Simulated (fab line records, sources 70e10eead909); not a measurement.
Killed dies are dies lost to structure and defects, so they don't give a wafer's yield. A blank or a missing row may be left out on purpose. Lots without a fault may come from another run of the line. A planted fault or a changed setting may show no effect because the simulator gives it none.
fab line records | flow nand_harc
record lots=12 wafers=36 last_day=23
route steps=1159 shown P_CONTACT@232 END@1159
lots that met no fault: from a run of the same line without faults
start_h: hours from the record's first day to the start of the lot's first wafer shown | wait_h: hours since the lot's step before | " the same as in the row above | L1.1+2: a row that stands for several wafers | - no value, or no start given | * or withheld: withheld | < > ~ a bound
route shown NAME@n: a module of which the file shows steps, and the number in the route of the first | usual: mean/standard deviation of fault-free wafers | same: alike in all rows | chamber/n: place in a boat | sites: the reading at each site | _std_site: their standard deviation | _edge_site: outer sites' mean less inner sites' | radius_mm: how far each site lies from the wafer's centre | mask NAME#n: copy n | behind: the tool/chamber that last shaped the wafer | hold: why the lot was held/for how many hours/how that ended | device: the transistor (n, p or np) that didn't switch | end of line: the same wafers' tests at the end of the route | a step without rows: its recipe alone | killed: dies lost to structure and defects at the first sort, not the wafer's yield | map: a wafer's dies, x killed, . not, _ none there
set.NAME: the setting as run; set.NAME@STEP: as run at that earlier step | model.NAME: the simulator's own value behind a step, which no gauge read
steps of the route over a sample of lots; a table a step, a row a wafer
services: from which hour (start_h, from the record's first day; less than 0 if before it) a tool's chamber was out of use, for how many hours, and why
## steps
# step NHARC_P_CONTACT_CD_MEAS_12
# recipe target_cd_nm=90 landing_energy_ev=500
# usual cd_nm=90.1/0.45
# columns lot.wafer tool chamber start_h wait_h cd_nm
L924.1 cd_sem-03 0 106.47 - 90.7
L924.4 " 0 " " 89.8
L924.6 " 0 " " 89.6
L925.1 cd_sem-03 0 108.23 - 89.5
L925.2 " 0 " " 89.5
L925.5 " 0 " " 89.8
L927.1 cd_sem-01 0 125.54 - 91.1
L927.2 " 0 " " 90.3
L927.6 " 0 " " 90.3
L926.1 cd_sem-01 0 126.01 - 90.9
L926.4 " 0 " " 90.3
L926.6 " 0 " " 90.2
L928.1 cd_sem-02 0 132.54 - 90.3
L928.2 " 0 " " 90.1
L928.3 " 0 " " 89.6
L929.2 cd_sem-01 0 139.02 - 90.4
L929.4 " 0 " " 89.3
L929.6 " 0 " " 90.1
L930.3 cd_sem-02 0 149.78 - 89.5
L930.4 " 0 " " 89.8
L930.5 " 0 " " 89.8
L931.1 cd_sem-03 0 153.03 - 89.4
L931.2 " 0 " " 89.9
L931.6 " 0 " " 89.2
L932.1 cd_sem-02 0 160.30 - 89.7
L932.5 " 0 " " 90.1
L932.6 " 0 " " 90.5
L939.3 cd_sem-02 0 196.97 - 89.9
L939.4 " 0 " " 89.8
L939.5 " 0 " " 89.7
L941.1 cd_sem-03 0 211.54 - 90.0
L941.2 " 0 " " 90.1
L941.3 " 0 " " 90.6
L946.1 cd_sem-02 0 241.94 - 89.5
L946.3 " 0 " " 90.5
L946.4 " 0 " " 89.7
# step NHARC_P_CONTACT_DESCUM_17
# recipe time_s=3 o2_flow_sccm=200 ar_flow_sccm=0 bias_power_w=0 chemistry=O2
# usual drypump_motor_current_A=5.7/0.48 o2_flow_sccm=200.0/0.6 oes_product_au=0.996/0.0064 rf_vpp_V=57.8/0.88 showerhead_plenum_p_Torr=1.92/0.084 throttle_valve_pct=11.309/0.0093
# columns lot.wafer tool chamber start_h wait_h drypump_motor_current_A o2_flow_sccm oes_product_au rf_hours_counter_h rf_vpp_V showerhead_plenum_p_Torr throttle_valve_pct
L924.4 rie_diel-06 0 106.66 0.1 5.0 200.1 1.008 9 56.8 2.04 11.291
L924.1 " 2 " " 5.3 200.6 1.006 8 57.3 2.07 11.298
L924.6 " 0 " " 5.0 201.6 1.007 - 57.3 2.04 11.318
L925.2 rie_diel-05 1 108.44 0.1 5.4 200.6 1.003 9 58.1 1.85 11.319
L925.1 " 2 " " 6.2 199.8 0.997 11 57.8 2.03 11.303
L925.5 " 0 " " 5.3 200.5 1.008 - 58.3 1.92 11.309
L927.2 rie_diel-12 3 125.73 0.1 5.7 199.8 0.997 9 57.6 1.98 11.308
L927.1 " 1 " " 5.5 199.6 0.996 5 58.1 1.99 11.306
L927.6 " 3 " " 5.7 200.2 0.999 - 58.7 1.98 11.309
L926.4 rie_diel-05 2 126.22 0.1 6.2 200.0 1.002 12 57.8 2.03 11.321
L926.1 " 3 " " 5.6 199.5 0.996 11 57.5 1.78 11.294
L926.6 " 1 " " 5.4 199.4 1.002 - 57.3 1.85 11.334
L928.3 rie_diel-05 3 132.73 0.1 5.6 200.8 0.993 12 58.6 1.78 11.310
L928.2 " 0 " " 5.3 200.2 0.987 12 57.9 1.92 11.308
L928.1 " 1 " " 5.4 200.2 0.999 11 57.4 1.85 11.320
L929.2 rie_diel-05 1 139.22 0.1 5.4 200.8 0.995 13 57.3 1.85 11.308
L929.4 " 1 " " 5.4 199.0 0.990 - 56.7 1.84 11.307
L929.6 " 2 " " 6.3 200.1 0.998 - 58.4 2.03 11.301
L930.3 rie_diel-12 3 149.96 0.1 5.7 200.1 0.991 12 59.4 1.98 11.314
L930.4 " 1 " " 5.4 200.0 0.994 8 56.9 1.99 11.304
L930.5 " 0 " " 6.7 201.0 0.999 - 57.0 1.85 11.320
L931.2 rie_diel-12 0 153.22 0.1 6.7 199.8 0.992 13 58.3 1.85 11.314
L931.1 " 1 " " 5.5 200.0 1.006 8 58.2 1.99 11.284
L931.6 " 0 " " 6.7 200.2 1.002 - 58.1 1.85 11.317
L932.1 rie_diel-12 1 160.49 0.1 5.5 199.8 0.984 9 58.0 1.99 11.302
L932.5 " 0 " " 6.8 201.2 0.995 - 56.3 1.85 11.311
L932.6 " 1 " " 5.4 199.6 0.993 - 58.6 1.99 11.310
L939.4 rie_diel-12 1 197.16 0.1 5.4 201.2 0.990 14 59.7 1.99 11.306
L939.3 " 2 " " 5.8 199.7 1.001 18 57.4 1.84 11.295
L939.5 " 0 " " 6.7 198.7 0.997 - 56.8 1.85 11.322
L941.3 rie_diel-12 1 211.73 0.1 5.4 200.1 0.993 0 58.7 1.99 11.305
L941.1 " 3 " " 5.7 199.0 1.000 0 58.3 1.98 11.310
L941.2 " 0 " " 6.7 200.5 0.992 0 57.2 1.85 11.308
L946.3 rie_diel-05 3 242.14 0.1 5.6 199.6 0.989 8 57.2 1.78 11.297
L946.4 " 0 " " 5.3 200.2 0.991 8 58.8 1.92 11.312
L946.1 " 2 " " 6.2 200.6 0.989 8 59.0 2.02 11.309
# step NHARC_P_CONTACT_ETCH_31
# recipe target_depth_a=300 time_s=85.7 ion_energy_ev=120 over_etch_frac=1 ch3f_flow_sccm=50 o2_flow_sccm=30 ar_flow_sccm=200 rf_w=500 bias_w=100 chemistry=CH3F/O2
# usual drypump_motor_current_A=5.8/0.48 o2_flow_sccm=30.01/0.1 oes_product_au=0.980/0.011 rf_vpp_V=244.5/1.5 run_length_s=106.9/0.46 showerhead_plenum_p_Torr=2.46/0.1 throttle_valve_pct=20.663/0.0091
# columns lot.wafer tool chamber start_h wait_h drypump_motor_current_A o2_flow_sccm oes_product_au rf_hours_counter_h rf_vpp_V run_length_s showerhead_plenum_p_Torr throttle_valve_pct
L925.1 rie_diel-05 2 109.18 - 6.3 30.10 0.990 11 246.9 106.6 2.60 20.686
L925.2 " 3 " " 5.6 29.90 0.981 10 241.7 106.8 2.30 20.679
L925.5 " 1 " " 5.4 29.87 0.993 - 243.4 107.1 2.37 20.680
L924.4 rie_diel-06 2 111.66 - 5.3 29.91 1.004 12 248.4 106.5 2.66 20.676
L924.1 " 3 " " 4.8 29.96 0.986 13 247.3 106.3 2.66 20.661
L924.6 " 1 " " 5.3 30.00 1.007 - 245.1 107.3 2.50 20.663
L927.1 rie_diel-12 1 126.47 - 5.4 29.93 1.001 6 246.2 106.7 2.55 20.657
L927.2 " 3 " " 5.7 30.05 0.966 10 245.3 106.7 2.55 20.669
L927.6 " 2 " " 5.8 30.04 0.971 - 243.9 107.0 2.37 20.641
L926.4 rie_diel-05 1 126.95 - 5.4 30.18 0.969 11 243.1 107.6 2.37 20.648
L926.1 " 3 " " 5.6 30.02 0.977 12 243.0 106.7 2.30 20.662
L926.6 " 1 " " 5.4 29.99 0.968 - 243.4 107.3 2.37 20.662
L928.3 rie_diel-05 1 133.75 - 5.4 30.07 0.984 12 242.8 107.2 2.37 20.660
L928.1 " 2 " " 6.2 29.99 0.988 13 246.5 106.0 2.60 20.655
L928.2 " 3 " " 5.6 29.94 0.983 13 242.7 107.5 2.29 20.661
L929.2 rie_diel-05 2 140.08 - 6.3 30.04 0.983 14 245.2 106.2 2.60 20.675
L929.4 " 2 " " 6.3 30.05 0.973 - 244.1 106.5 2.60 20.659
L929.6 " 3 " " 5.6 29.90 0.980 - 242.7 106.6 2.29 20.658
L930.3 rie_diel-12 2 150.71 - 5.8 29.95 0.979 12 243.0 107.2 2.37 20.667
L930.4 " 0 " " 6.7 29.86 0.977 12 244.1 107.4 2.38 20.662
L930.5 " 2 " " 5.8 30.15 0.982 - 242.9 107.0 2.37 20.649
L931.2 rie_diel-12 2 153.95 - 5.8 29.88 0.988 13 242.7 107.0 2.37 20.666
L931.1 " 1 " " 5.4 29.98 0.983 8 246.0 106.8 2.55 20.646
L931.6 " 2 " " 5.8 29.91 0.988 - 242.2 107.0 2.37 20.656
L932.1 rie_diel-12 2 161.25 - 5.8 30.02 0.981 14 244.0 106.7 2.37 20.676
L932.6 " 3 " " 5.7 30.06 0.978 - 245.0 106.4 2.55 20.653
L932.5 " 0 " " 6.7 29.91 0.969 - 243.4 108.2 2.38 20.670
L939.3 rie_diel-12 0 197.90 - 6.8 30.08 0.967 18 245.4 62.9 2.38 20.675
L939.4 " 1 " " 5.5 29.96 0.975 14 245.0 106.5 2.55 20.655
L939.5 " 0 " " 6.8 30.01 0.972 - 242.7 63.4 2.38 20.656
L941.3 rie_diel-12 3 212.47 - 5.7 29.97 0.989 0 245.8 106.3 2.54 20.675
L941.2 " 0 " " 6.7 30.09 1.000 0 243.1 62.7 2.38 20.665
L941.1 " 2 " " 5.8 30.08 0.978 0 244.3 107.3 2.37 20.680
L946.4 rie_diel-05 3 242.88 - 5.7 29.94 0.980 8 241.2 106.7 2.29 20.659
L946.3 " 0 " " 5.3 30.11 0.977 9 244.2 106.8 2.47 20.680
L946.1 " 2 " " 6.2 30.04 0.975 8 247.7 106.2 2.59 20.653
# step NHARC_P_CONTACT_DEGAS_38
# recipe temp_c=300 time_s=60
# usual heater_power_w=457/52
# columns lot.wafer tool chamber start_h wait_h heater_power_w
L925.1 pvd_sputter-01 - 110.02 - 431
L925.2 " - " " 401
L925.5 " - " " 430
L924.1 pvd_sputter-01 - 112.50 - 405
L924.4 " - " " 434
L924.6 " - " " 425
L927.2 pvd_sputter-01 - 127.30 - 426
L927.1 " - " " 512
L927.6 " - " " 436
L926.1 pvd_sputter-02 - 127.80 - 530
L926.4 " - " " 495
L926.6 " - " " 593
L928.2 pvd_sputter-03 - 134.59 - 372
L928.3 " - " " 467
L928.1 " - " " 489
L929.4 pvd_sputter-01 - 140.94 - 504
L929.2 " - " " 442
L929.6 " - " " 442
L930.4 pvd_sputter-02 - 151.55 - 489
L930.3 " - " " 587
L930.5 " - " " 548
L931.2 pvd_sputter-01 - 154.82 - 411
L931.1 " - " " 431
L931.6 " - " " 402
L932.1 pvd_sputter-03 - 162.08 - 387
L932.5 " - " " 378
L932.6 " - " " 446
L939.3 pvd_sputter-03 - 198.77 - 460
L939.4 " - " " 475
L939.5 " - " " 444
L941.3 pvd_sputter-01 - 213.32 - 454
L941.2 " - " " 390
L941.1 " - " " 530
L946.3 pvd_sputter-02 - 243.73 - 409
L946.1 " - " " 528
L946.4 " - " " 470
# step NHARC_END_SORT_01
# recipe temp_c=25
# usual killed_at_array=26/9.6 killed_at_other=0.7/0.92 killed_at_periphery=3.8/2.7 killed_dies=31/10 killed_open=3.3/1.7 killed_short=1.8/1.3
# same gross_dies=677
# columns lot.wafer tool chamber start_h wait_h killed_at_array killed_at_other killed_at_periphery killed_dies killed_open killed_short
L926.1 prober-01 0 451.88 2.5 13 1 5 19 4 1
L926.4 prober-01 0 454.26 3.4 15 1 5 21 2 1
L926.6 prober-01 0 455.85 4.0 17 3 6 26 6 3
L939.3 prober-01 0 536.09 3.1 39 2 5 46 3 3
L939.4 prober-01 0 536.89 3.4 39 4 5 48 2 1
L939.5 prober-01 0 537.68 3.7 38 2 3 43 3 3
L941.1 prober-01 0 544.71 2.5 33 1 18 52 5 1
L941.2 prober-01 0 545.52 2.8 25 1 12 38 1 1
L941.3 prober-01 0 546.32 3.1 44 2 9 55 2 4
# killed by level:class
L926.1 A_SLIT:chamber_film_flake=5 P_M2:chamber_film_flake=3 A_CONTACT:geometric_particle:open=2 A_CHANNEL_HOLE_D1:chamber_film_flake=2 P_CONTACT:geometric_particle:short=1 P_CONTACT:geometric_particle:open=1 A_BLC:geometric_particle:open=1 A_ZERO_WELL:chamber_film_flake=1
L926.4 A_SLIT:chamber_film_flake=6 P_M2:chamber_film_flake=4 A_ZERO_WELL:chamber_film_flake=2 A_CHANNEL_FILL_D1:geometric_particle:open=1 A_WL_FILL:geometric_particle:short=1 A_CONTACT:geometric_particle:open=1 P_STI:chamber_film_flake=1 A_CHANNEL_HOLE_D1:chamber_film_flake=1
L926.6 A_SLIT:chamber_film_flake=6 A_WL_FILL:chamber_film_flake=3 THIN_TSV:chamber_film_flake=3 P_M0:geometric_particle:open=2 A_M0:chamber_film_flake=2 P_STI:geometric_particle:open=1 P_STI:geometric_particle:short=1 P_CONTACT:geometric_particle:open=1
L939.3 A_CHANNEL_HOLE_D1:chamber_film_flake=18 A_SLIT:chamber_film_flake=8 A_STAIRCASE:chamber_film_flake=6 P_CONTACT:geometric_particle:short=2 A_ZERO_WELL:chamber_film_flake=2 A_CONTACT:chamber_film_flake=2 THIN_TSV:chamber_film_flake=2 P_CONTACT:geometric_particle:open=1
L939.4 A_CHANNEL_HOLE_D1:chamber_film_flake=15 A_SLIT:chamber_film_flake=10 A_STAIRCASE:chamber_film_flake=7 THIN_TSV:chamber_film_flake=4 A_CONTACT:chamber_film_flake=3 P_STI:chamber_film_flake=2 P_CONTACT:geometric_particle:short=1 A_CONTACT:geometric_particle:open=1
L939.5 A_CHANNEL_HOLE_D1:chamber_film_flake=15 A_SLIT:chamber_film_flake=10 A_STAIRCASE:chamber_film_flake=5 THIN_TSV:chamber_film_flake=2 P_CONTACT:geometric_particle:short=1 A_CHANNEL_FILL_D1:geometric_particle:short=1 A_CONTACT:geometric_particle:open=1 A_BLC:geometric_particle:short=1
L941.1 A_CHANNEL_HOLE_D1:chamber_film_flake=22 P_CONTACT:chamber_film_flake=11 A_CONTACT:chamber_film_flake=5 P_STI:chamber_film_flake=4 A_CONTACT:geometric_particle:open=2 P_GATE:geometric_particle:open=1 P_CONTACT:geometric_particle:open=1 A_WL_FILL:geometric_particle:open=1
L941.2 A_CHANNEL_HOLE_D1:chamber_film_flake=17 P_CONTACT:chamber_film_flake=7 A_CONTACT:chamber_film_flake=5 P_STI:chamber_film_flake=4 P_M2:geometric_particle:open=1 A_CONTACT:geometric_particle:short=1 A_WL_FILL:chamber_film_flake=1 A_M0:chamber_film_flake=1
L941.3 A_CHANNEL_HOLE_D1:chamber_film_flake=30 P_STI:chamber_film_flake=5 A_CONTACT:chamber_film_flake=4 A_STAIRCASE:chamber_film_flake=3 THIN_TSV:chamber_film_flake=2 P_GATE:geometric_particle:open=1 P_CONTACT:geometric_particle:short=1 P_M2:geometric_particle:short=1
## services
# columns tool chamber start_h hours kind
rie_diel-12 0 83.46 - clean
rie_diel-12 1 83.46 - clean
rie_diel-12 2 83.46 - clean
rie_diel-12 3 83.46 - clean
pvd_sputter-03 - 91.91 2.4 repair
pvd_sputter-03 - 96.33 1.0 repair
pvd_sputter-03 - 102.00 10.0 pm
rie_diel-12 0 107.96 - clean
rie_diel-12 1 107.96 - clean
rie_diel-12 2 107.96 - clean
rie_diel-05 0 137.20 12.3 repair
rie_diel-05 3 148.56 6.0 repair
pvd_sputter-01 - 158.00 10.0 pm
rie_diel-05 - 163.60 9.0 pm
rie_diel-06 - 165.24 0.6 repair
pvd_sputter-01 - 179.54 2.9 repair
rie_diel-05 2 182.64 6.3 repair
rie_diel-12 - 186.53 0.4 repair
pvd_sputter-02 - 195.66 9.3 repair
rie_diel-05 1 199.10 10.0 repair
rie_diel-06 - 199.66 3.1 repair
rie_diel-12 - 202.45 9.0 pm
pvd_sputter-02 - 214.04 10.0 pm
rie_diel-06 - 241.85 9.0 pm
## key
first_sign step=NHARC_P_CONTACT_ETCH_31 reading=run_length_s direction=down sigmas=95 usual=* struck=*
effect none on later readings
met_at NHARC_P_CONTACT_ETCH_31
struck_lots L939,L941
struck_wafers L939.3,L939.5,L941.2
tester_left_out L939,L941
not_acting_at NHARC_P_CONTACT_CD_MEAS_12,NHARC_P_CONTACT_DESCUM_17,NHARC_P_CONTACT_DEGAS_38
onset_between 161.25 197.90
fault kind=process_parameter_drift tool=rie_diel-12 chamber=0 onset_h=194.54 steps=NHARC_P_CONTACT_ETCH_31 channel=time_s offset=* shape=step end_h=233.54 acts_in=* stated=*
# tester_left_out: of these lots the tester's yield and bins aren't shown, on N5 and GAA mostly nor the transistor test; their killed dies are dies lost to structure and defects alone, not to doping, threshold or leakage, so they don't give the yield
